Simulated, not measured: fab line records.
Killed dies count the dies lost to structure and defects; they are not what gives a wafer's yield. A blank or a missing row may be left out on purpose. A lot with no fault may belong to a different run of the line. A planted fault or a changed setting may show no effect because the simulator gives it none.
Split-lot study + flow n5Finfet + 21 wafers read from 7 lots, route of 1938 steps

THE SPLIT ITSELF
At N5_HKMG_FIN_EXPOSE_46 (exposes mask NDIPOLE), the setting doseMj was moved away from the recipe's 40 on 8 of the 21 wafers read, by -6.3% to +4.1%. This setting was run at the recipe's value on the other wafers.

FROM THE SPLIT TO THE READING: what the file shows between them, 2 steps
- N5_HKMG_FIN_PEB_47: peb time 60 s
- N5_HKMG_FIN_DEVELOP_48: develop time 30 s

THE READING
Shown in nm: cdNm at N5_HKMG_FIN_CD_MEAS_49, with target cd 202 nm. Typical for fault-free wafers on this fab line: 202.1 nm, with standard deviation 0.63 nm.

| wafer  | tool, chamber at the split | doseMj as run | against the recipe | cdNm, nm | against lot-mates on the recipe |
|--------|----------------------------|---------------|--------------------|----------|---------------------------------|
| L076.1 | arfiScanner-02, 0          | 41.04         | +2.6%              | 204.1    | +2.2                            |
| L076.5 | arfiScanner-02, 0          | 41.04         | +2.6%              | 204.4    | +2.5                            |
| L076.6 | arfiScanner-02, 0          | 40            | recipe             | 201.9    | -                               |
| L080.1 | arfiScanner-02, 0          | 40            | recipe             | 202.5    | -                               |
| L080.2 | arfiScanner-02, 0          | 38.27         | -4.3%              | 200.7    | -2.1                            |
| L080.6 | arfiScanner-02, 0          | 40            | recipe             | 203.1    | -                               |
| L086.3 | arfiScanner-03, 0          | 38.92         | -2.7%              | 201.2    | -1.9                            |
| L086.4 | arfiScanner-03, 0          | 40            | recipe             | 202.7    | -                               |
| L086.5 | arfiScanner-03, 0          | 40            | recipe             | 203.5    | -                               |
| L091.1 | arfiScanner-02, 0          | 40            | recipe             | 201.9    | -                               |
| L091.3 | arfiScanner-02, 0          | 37.49         | -6.3%              | 198.5    | -3.6                            |
| L091.5 | arfiScanner-02, 0          | 40            | recipe             | 202.2    | -                               |
| L093.1 | arfiScanner-03, 0          | 40            | recipe             | 201.4    | -                               |
| L093.4 | arfiScanner-03, 0          | 40            | recipe             | 201.2    | -                               |
| L093.5 | arfiScanner-03, 0          | 40            | recipe             | 201.5    | -                               |
| L096.1 | arfiScanner-02, 0          | 40            | recipe             | 202.3    | -                               |
| L096.5 | arfiScanner-02, 0          | 40            | recipe             | 202.1    | -                               |
| L096.6 | arfiScanner-02, 0          | 41.66         | +4.1%              | 204.5    | +2.3                            |
| L097.2 | arfiScanner-02, 0          | 37.68         | -5.8%              | 199.8    | -2.7                            |
| L097.5 | arfiScanner-02, 0          | 37.68         | -5.8%              | 199.2    | -3.3                            |
| L097.6 | arfiScanner-02, 0          | 40            | recipe             | 202.5    | -                               |

FIT RESULTS
A straight line over all 21 wafers: cdNm changes by +0.528 nm for each +1% of doseMj; r = +0.93; the points scatter about the line by 0.61 nm.
The same after taking each lot's own level away (the mean of its wafers on the recipe; 21 wafers): +0.581 nm for each +1%; r = +0.98; scatter 0.36 nm.
On that fit, the largest move of doseMj shifts the reading by 3.6 nm.
Across the lots, their own levels run from 201.37 to 203.10 nm, a range of 2.8 times the standard deviation given above.
The two slopes agree, so the slope changes little with the lot-to-lot level.
Check: with one of the wafers moved furthest among these (-6.3%) left out of the fit, the line predicts -3.52 nm for it against its lot-mates. Against them it came out at -3.55 nm.

THE OTHER SPLITS THESE WAFERS WENT THROUGH
These wafers also went through other splits before the reading. Each is held against what the fit with the lots' levels taken away leaves over:
| other split on the same wafers     | wafers away from the commonest value | r with cdNm (lot level and that fit taken away) |
|------------------------------------|--------------------------------------|-------------------------------------------------|
| N5_ZERO_LAYER_ETCH_18 icpW         | 9                                    | -0.49                                           |
| N5_WELL_APT_EXPOSE_05 doseMj       | 5                                    | -0.37                                           |
| N5_FIN_SAQP_ETCH_65 timeS          | 5                                    | +0.49                                           |
| N5_DUMMY_GATE_DESCUM_20 timeS      | 7                                    | -0.53                                           |
| N5_DUMMY_GATE_ETCH_31 targetDepthA | 7                                    | +0.07                                           |
| N5_SD_EPI_P_PEB_07 pebTimeS        | 8                                    | +0.09                                           |
| N5_SDB_EXPOSE_08 doseMj            | 8                                    | +0.16                                           |
| N5_SDB_ETCH_17 biasW               | 7                                    | +0.41                                           |

THE WHOLE CHAIN: every reading that the file lists as answering this split, in the file's order
| step                   | what it does                                           | reading                                                              | change (the file's fit)               | r (the file's) |
|------------------------|--------------------------------------------------------|----------------------------------------------------------------------|---------------------------------------|----------------|
| N5_HKMG_FIN_CD_MEAS_49 | target cd 202 nm                                       | cdNm                                                                 | +0.572 nm for each +1% of the setting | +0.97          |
| N5_HKMG_FIN_ETCH_54    | etches SiARC in CF4, target depth 45.5 nm, time 75.8 s | HKMG_FIN.cdOffsetNm (the simulator's own value, which no gauge read) | +0.607 nm for each +1% of the setting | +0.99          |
| N5_HKMG_FIN_ETCH_55    | etches SOC in N2/H2, target depth 240 nm, time 300 s   | HKMG_FIN.cdOffsetNm (the simulator's own value, which no gauge read) | +0.626 nm for each +1% of the setting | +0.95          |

THE FILE'S OWN FIT
cdNm changes by +0.572 nm for each +1% of doseMj, r = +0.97.
